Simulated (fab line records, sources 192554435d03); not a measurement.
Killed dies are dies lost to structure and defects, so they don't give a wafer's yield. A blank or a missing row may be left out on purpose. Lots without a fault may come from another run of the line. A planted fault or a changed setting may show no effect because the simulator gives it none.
fab line records | flow n5_finfet | part 2 of 2: steps 27 to 32 of 32
record lots=5 wafers=15 last_day=17
route steps=1938 shown BEOL_M9@1460 BEOL_M10@1470
lots that met no fault: from a run of the same line without faults
start_h: hours from the record's first day to the start of the lot's first wafer shown | wait_h: hours since the lot's step before | " the same as in the row above | L1.1+2: a row that stands for several wafers | - no value, or no start given | * or withheld: withheld | < > ~ a bound
route shown NAME@n: a module of which the file shows steps, and the number in the route of the first | usual: mean/standard deviation of fault-free wafers | same: alike in all rows | chamber/n: place in a boat | sites: the reading at each site | _std_site: their standard deviation | _edge_site: outer sites' mean less inner sites' | radius_mm: how far each site lies from the wafer's centre | mask NAME#n: copy n | behind: the tool/chamber that last shaped the wafer | hold: why the lot was held/for how many hours/how that ended | device: the transistor (n, p or np) that didn't switch | end of line: the same wafers' tests at the end of the route | a step without rows: its recipe alone | killed: dies lost to structure and defects at the first sort, not the wafer's yield | map: a wafer's dies, x killed, . not, _ none there
set.NAME: the setting as run; set.NAME@STEP: as run at that earlier step | model.NAME: the simulator's own value behind a step, which no gauge read
lots at some steps of the route; a table a step, a row a wafer
services: from which hour (start_h, from the record's first day; less than 0 if before it) a tool's chamber was out of use, for how many hours, and why
## steps
# step N5_BEOL_M10_DESCUM_16
# recipe chemistry=O2 time_s=7.9 source_power_w=50 bias_power_w=20 pressure_mtorr=20 rf_frequency_hz=2.712e+07 temp_c=40 resist=CAR-ArF o2_flow_sccm=225
# usual drypump_motor_current_A=5.8/0.57 o2_flow_sccm=225.0/0.7 oes_product_au=0.76/0.072 rf_vpp_V=242.8/1.2 showerhead_plenum_p_Torr=2.07/0.063 throttle_valve_pct=20.55/0.24
# columns lot.wafer tool chamber start_h wait_h drypump_motor_current_A o2_flow_sccm oes_product_au rf_hours_counter_h rf_vpp_V showerhead_plenum_p_Torr throttle_valve_pct
L076.2 rie_diel-04 1 233.50 0.3 6.1 224.2 0.70 235 243.5 2.08 20.96
L076.3 " 2 " " 6.1 223.7 0.85 66 242.0 2.02 20.11
L076.6 " 3 " " 5.3 223.6 0.74 - 242.9 2.00 20.67
L074.1 rie_diel-02 1 236.25 0.9 6.6 225.5 0.71 186 242.4 2.07 20.67
L074.4 " 0 " " 5.6 224.9 0.93 4 243.8 2.16 20.47
L074.5 " 1 " " 6.6 225.0 0.72 - 242.3 2.07 20.67
L079.1 rie_diel-02 2 265.01 0.4 5.9 223.9 0.72 206 244.5 2.16 20.48
L079.4 " 0 " " 5.6 225.2 0.91 14 243.8 2.16 20.49
L079.5 " 2 " " 5.8 224.4 0.73 - 244.2 2.16 20.48
L092.4 rie_diel-02 1 331.08 0.4 6.6 224.9 0.68 221 242.2 2.06 20.72
L092.5 " 2 " " 5.8 225.6 0.71 - 244.6 2.15 20.52
L092.6 " 1 " " 6.6 225.3 0.69 - 241.8 2.06 20.73
L096.2 rie_diel-02 1 355.74 0.0 6.6 226.7 0.67 230 243.0 2.06 20.74
L096.5 " 0 " " 5.6 224.8 0.85 - 244.1 2.15 20.53
L096.6 " 1 " " 6.6 225.6 0.68 - 241.9 2.06 20.74
# step N5_BEOL_M10_ETCH_61
# recipe chemistry=CF4 target=SiARC target_depth_a=390 mask_material=CAR-ArF time_s=65 ion_energy_ev=80 pressure_mtorr=40 source_w=545 bias_w=36 Ar_flow_sccm=100 cf4_flow_sccm=100 ends=cleared
# usual drypump_motor_current_A=5.8/0.57 etch_rf_on_time_s=64.5/1.3 oes_product_au=0.65/0.061 rf_vpp_V=183.9/1.1 showerhead_plenum_p_Torr=2.12/0.059 throttle_valve_pct=15.74/0.26
# columns lot.wafer tool chamber start_h wait_h drypump_motor_current_A etch_rf_on_time_s oes_product_au rf_hours_counter_h rf_vpp_V showerhead_plenum_p_Torr throttle_valve_pct
L076.2 rie_diel-04 1 233.53 0.0 6.0 65.8 0.60 235 183.5 2.11 16.06
L076.3 " 2 " " 6.1 62.1 0.74 66 185.4 2.08 15.35
L076.6 " 3 " " 5.3 65.3 0.63 - 183.5 2.05 15.85
L074.1 rie_diel-02 1 236.28 0.0 6.6 64.3 0.60 186 182.7 2.13 15.89
L074.4 " 0 " " 5.6 66.2 0.79 4 183.7 2.19 15.49
L074.5 " 1 " " 6.6 64.8 0.61 - 183.4 2.13 15.90
L079.1 rie_diel-02 2 265.05 0.0 5.8 64.1 0.62 206 185.0 2.20 15.67
L079.4 " 0 " " 5.6 65.8 0.76 14 185.0 2.19 15.51
L079.5 " 2 " " 5.9 63.5 0.63 - 183.2 2.20 15.68
L092.4 rie_diel-02 1 331.12 0.0 6.6 64.1 0.58 221 183.8 2.12 15.96
L092.5 " 2 " " 5.8 63.4 0.61 - 183.8 2.19 15.71
L092.6 " 1 " " 6.6 64.8 0.58 - 183.9 2.12 15.95
L096.2 rie_diel-02 1 355.78 0.0 6.6 65.7 0.58 230 184.7 2.11 15.98
L096.5 " 0 " " 5.6 67.9 0.70 - 184.8 2.18 15.57
L096.6 " 1 " " 6.6 65.9 0.58 - 183.7 2.11 15.97
# step N5_BEOL_M10_ETCH_62
# recipe chemistry=N2/H2 target=SOC target_depth_a=1100 overetch_a=220 mask_material=SiARC temp_c=40 time_s=165 ion_energy_ev=200 pressure_mtorr=30 source_w=840 bias_w=150 n2_flow_sccm=200 h2_flow_sccm=200
# usual drypump_motor_current_A=5.8/0.57 oes_product_au=0.64/0.059 rf_vpp_V=523.0/2.3 showerhead_plenum_p_Torr=2.52/0.075 throttle_valve_pct=17.95/0.29
# columns lot.wafer tool chamber start_h wait_h drypump_motor_current_A oes_product_au rf_hours_counter_h rf_vpp_V showerhead_plenum_p_Torr throttle_valve_pct
L076.2 rie_diel-04 1 233.58 0.0 6.0 0.60 235 523.2 2.51 18.33
L076.3 " 2 " " 6.1 0.71 66 521.3 2.47 17.54
L076.6 " 3 " " 5.3 0.63 - 520.1 2.43 18.11
L074.1 rie_diel-02 1 236.33 0.0 6.6 0.60 186 523.4 2.53 18.21
L074.4 " 0 " " 5.6 0.79 4 526.0 2.62 17.80
L074.5 " 1 " " 6.6 0.60 - 523.4 2.53 18.19
L079.1 rie_diel-02 2 265.10 0.0 5.9 0.62 207 525.8 2.62 17.82
L079.4 " 0 " " 5.6 0.76 14 524.6 2.61 17.82
L079.5 " 2 " " 5.9 0.62 - 525.4 2.62 17.80
L092.4 rie_diel-02 1 331.17 0.0 6.6 0.58 221 522.6 2.52 18.25
L092.5 " 2 " " 5.8 0.60 - 527.1 2.61 17.85
L092.6 " 1 " " 6.6 0.58 - 523.1 2.52 18.25
L096.2 rie_diel-02 1 355.83 0.0 6.6 0.58 230 522.6 2.51 18.27
L096.5 " 0 " " 5.6 0.71 - 524.8 2.60 17.88
L096.6 " 1 " " 6.6 0.58 - 522.7 2.51 18.28
# step N5_BEOL_M10_STRIP_68
# recipe chemistry=N2/H2 temp_c=40 n2_flow_sccm=200 h2_flow_sccm=200 rf_frequency_hz=6e+07
# columns lot.wafer tool chamber start_h wait_h
L076.2+3+6 rie_diel-04 1,2,3 233.72 0.1
L074.1+4+5 rie_diel-02 1,0,1 236.47 0.1
L079.1+4+5 rie_diel-02 2,0,2 265.23 0.1
L092.4+5+6 rie_diel-02 1,2,1 331.30 0.1
L096.2+5+6 rie_diel-02 1,0,1 355.96 0.1
# step N5_BEOL_M10_STRIP_67
# recipe chemistry=CF4 resist=SiARC power_w=300 bias_power_w=75 pressure_mtorr=50 cf4_flow_sccm=150 rf_frequency_hz=6e+07
# usual drypump_motor_current_A=5.8/0.57 oes_product_au=0.76/0.07 rf_vpp_V=270.7/1.3 showerhead_plenum_p_Torr=1.77/0.048 throttle_valve_pct=13.72/0.27
# columns lot.wafer tool chamber start_h wait_h drypump_motor_current_A oes_product_au rf_hours_counter_h rf_vpp_V showerhead_plenum_p_Torr throttle_valve_pct
L076.2 rie_diel-04 1 233.73 0.0 6.0 0.70 235 269.9 1.78 14.09
L076.3 " 2 " " 6.2 0.84 66 270.8 1.75 13.36
L076.6 " 3 " " 5.3 0.74 - 271.3 1.72 13.81
L074.1 rie_diel-02 1 236.48 0.0 6.6 0.70 186 271.1 1.78 13.85
L074.4 " 0 " " 5.6 0.93 4 270.8 1.84 13.44
L074.5 " 1 " " 6.6 0.70 - 271.8 1.78 13.86
L079.1 rie_diel-02 2 265.24 0.0 5.8 0.72 207 272.5 1.84 13.67
L079.4 " 0 " " 5.6 0.90 14 271.0 1.84 13.46
L079.5 " 2 " " 5.8 0.72 - 272.0 1.84 13.67
L092.4 rie_diel-02 1 331.31 0.0 6.6 0.68 221 269.6 1.77 13.94
L092.5 " 2 " " 5.8 0.70 - 271.8 1.83 13.71
L092.6 " 1 " " 6.6 0.68 - 270.4 1.77 13.94
L096.2 rie_diel-02 1 355.97 0.0 6.6 0.68 230 271.4 1.77 13.96
L096.5 " 0 " " 5.6 0.85 - 270.7 1.83 13.53
L096.6 " 1 " " 6.6 0.68 - 270.6 1.77 13.95
# step N5_BEOL_M10_HM_OPEN_17
# recipe chemistry=Cl2/BCl3 target_depth_a=200 overetch_a=60 target=TiN mask_material=SOC ion_energy_ev=150 pressure_mtorr=10 icp_w=1000 bias_w=126 Cl2_flow_sccm=53.25 bcl3_flow_sccm=21.75 Ar_flow_sccm=25
# usual bcl3_flow_sccm=21.75/0.067 drypump_motor_current_A=5.6/0.37 oes_product_au=0.68/0.11 throttle_valve_pct=22.17/0.23
# columns lot.wafer tool chamber start_h wait_h bcl3_flow_sccm drypump_motor_current_A oes_product_au rf_hours_counter_h throttle_valve_pct
L076.2 rie_metal-03 0 233.77 0.0 21.69 5.9 0.82 3 21.96
L076.3 " 1 " " 21.72 5.6 0.59 - 22.47
L076.6 " 0 " " 21.68 6.0 0.83 - 21.95
L074.1 rie_metal-02 0 236.52 0.0 21.82 4.9 0.57 88 21.99
L074.4 " 0 " " 21.77 4.9 0.57 - 22.00
L074.5 " 1 " " 21.68 5.7 0.54 - 22.27
L079.1 rie_metal-03 1 265.28 0.0 21.79 5.5 0.59 83 22.49
L079.4 " 0 " " 21.77 6.0 0.80 - 21.99
L079.5 " 1 " " 21.78 5.5 0.58 - 22.47
L092.4 rie_metal-03 1 331.38 0.1 21.74 5.6 0.57 - 22.50
L092.5 " 0 " " 21.75 6.0 0.78 - 21.97
L092.6 " 1 " " 21.65 5.6 0.57 - 22.49
L096.2 rie_metal-02 1 356.02 0.0 21.74 5.7 0.79 5 22.08
L096.5 " 1 " " 21.74 5.7 0.78 - 22.09
L096.6 " 0 " " 21.86 4.9 0.55 - 22.02
## services
# columns tool chamber start_h hours kind
arfi_scanner-02 - 210.06 1.0 pm
cmp-04 - 218.96 4.0 pm
cmp-04 - 226.06 0.5 repair
arfi_scanner-02 - 230.02 1.0 pm
cmp-01 - 231.43 2.0 repair
pecvd-01 2 232.52 6.1 repair
pvd_sputter-02 - 239.55 2.6 repair
ecd_cu-01 - 240.67 0.2 repair
cmp-01 - 245.83 6.2 pm
arfi_scanner-02 - 253.69 0.8 pm
cvd_co-02 2 257.04 21.8 repair
pecvd-01 - 261.97 1.2 repair
rtp_anneal-01 - 262.45 4.9 pm
rie_diel-02 0 269.78 9.7 repair
pecvd-04 1 274.60 19.2 repair
cmp-01 - 279.23 5.3 pm
arfi_scanner-02 - 297.25 1.3 pm
rie_diel-02 - 301.01 2.8 pm
cvd_co-02 - 301.86 6.9 pm
pecvd-04 - 312.91 0.8 repair
cmp-01 - 315.34 1.4 repair
arfi_scanner-02 - 324.65 3.9 pm
cvd_co-01 - 340.60 6.0 pm
pecvd-03 1 341.80 5.4 repair
